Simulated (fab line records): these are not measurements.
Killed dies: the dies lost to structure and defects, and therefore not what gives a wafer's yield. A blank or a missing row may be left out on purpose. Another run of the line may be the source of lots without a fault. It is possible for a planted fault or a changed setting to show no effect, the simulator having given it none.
Comparing a struck lot with a sound one || flow n5 finfet || 26 out of 1938 route steps
Sound: wafers L271.1, L271.2, L271.4. Struck: wafer L293.3. (L293.5, L293.6 of the same lot were not struck and are left out.) The cause comes at the end.
At each step with rows: each side's tool, then ch and its chambers, then its first start. Under that, the readings that differ: sound wafers || struck wafers || difference of the means || sigmas: that difference in standard deviations of wafers without a fault.
alike: readings with means less than 2 such deviations apart, plus words and numbers identical on both sides. not compared: withheld readings, readings lacking a value on some wafer, bounds such as >300 that could conceal the same value, and numbers that have no deviation in the record and whose values overlap.
Wherever a step has rows on one side only, a row that says differs or no value, or a row with sigmas, the two part there. When numbers do not overlap yet have no deviation, they are printed without sigmas and do not part them. A reading missing from all wafers of one side parts the sides only when that side holds two or more wafers.

first, 12 steps without rows for these wafers: N5_HKMG_FIN_STRIP_93 (strips SOC in N2/H2, time 20 s); N5_HKMG_FIN_WET_ETCH_76 (etches Al2O3 in dNH4OH, stops on La2O3, target depth 2.25 nm, rinse time 30 s); N5_HKMG_FIN_STRIP_60 (strips in N2/H2, time 360 s); N5_HKMG_FIN_WET_ETCH_77 (etches La2O3 in dHCl, stops on HfO2, target depth 2 nm); N5_HKMG_FIN_WET_ETCH_78 (etches Al2O3 in dNH4OH, stops on La2O3, target depth 4.5 nm, rinse time 30 s); N5_HKMG_FIN_ALD_79 (deposits TiN, target thk 1.5 nm, pulse time 1 s, purge time 3 s); N5_HKMG_FIN_CVD_62 (deposits a-Si from Si2H6, target thk 3 nm, time 20.8 s); N5_HKMG_FIN_RTA_80 (time 2 s); N5_HKMG_FIN_PRECLEAN_64 (cleans in dHF, time 30 s); N5_HKMG_FIN_WET_ETCH_65 (etches a-Si in TMAH, stops on TiN, time 49 s, target depth 3 nm); N5_HKMG_FIN_WET_ETCH_81 (etches TiN in SC1, stops on HfO2, time 57 s, target depth 6 nm); N5_HKMG_FIN_WET_ETCH_82 (etches La2O3 in dHCl, stops on HfO2, target depth 2 nm, rinse time 30 s).
N5_HKMG_FIN_ALD_36: deposits TiN, target thk 1 nm, pulse time 1 s, purge time 3 s.
  sound on ald metal-01 ch 0,1,3, day 4 12:05; struck on ald metal-02 ch 2, day 9 13:43
{"reading": "precursor pulse height rel", "sound": "0.985 0.965 0.971", "struck": 1.018, "difference": "+0.044", "sigmas": "+2"}
  alike: heater power w
then, 9 steps without rows for these wafers: N5_HKMG_FIN_PWFM_ALD_03 (deposits TiN, target thk 2 nm, pulse time 1 s, purge time 3 s); N5_HKMG_FIN_COAT_29 (time 60 s, resist thk 300 nm); N5_HKMG_FIN_COAT_30 (time 60 s, resist thk 35 nm); N5_HKMG_FIN_COAT_06 (resist thk 90 nm); N5_HKMG_FIN_EBR_08; N5_HKMG_FIN_SOFTBAKE_07 (time 60 s); N5_HKMG_FIN_EXPOSE_09 (exposes mask NWFM); N5_HKMG_FIN_PEB_10 (peb time 60 s); N5_HKMG_FIN_DEVELOP_11 (develop time 30 s).
N5_HKMG_FIN_INSPECT_14: inspects for defects (macro).
  sound on defect inspect-01, day 4 13:19; struck on defect inspect-01, day 9 14:56
{"reading": "raw defect count", "sound": "3 1 4", "struck": ">300", "difference": "differs", "sigmas": ""}
then, 1 step without rows for these wafers: N5_HKMG_FIN_DESCUM_17 (chemistry O2, time 7.9 s).
-- a jump in the record: the struck wafers' starts before and after are 5 days apart (it breaks off in module HKMG_FIN and resumes in module BEOL_M4, where the first step shown is number 1111 of the route) --
N5_BEOL_M4_RC_MEAS_101:
  sound on prober-02 ch 0, day 8 20:29; struck on prober-01 ch 0, day 14 19:47
  alike: DIBL_N, DIBL_P, IOFF_N, IOFF_P, ION_N, ION_P, SS_N, SS_P, VT_N, VT_P
-- the record jumps here: 4 days lie between the struck wafers' starts before and after (it left off in module BEOL_M4 and takes up again in module PASSIVATION, whose first step shown is number 1936 of the route) --
N5_PASSIVATION_PROBE_49:
  record: rows for the struck wafers here (prober-01, day 19 00:27), none for the sound ones

## WHERE THEY PART
Earliest at N5_HKMG_FIN_ALD_36; latest, in this record, at N5_PASSIVATION_PROBE_49.

WHY: the cause the simulator had injected
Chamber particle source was ald metal-02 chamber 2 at N5_HKMG_FIN_ALD_36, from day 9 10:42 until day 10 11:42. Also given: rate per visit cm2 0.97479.
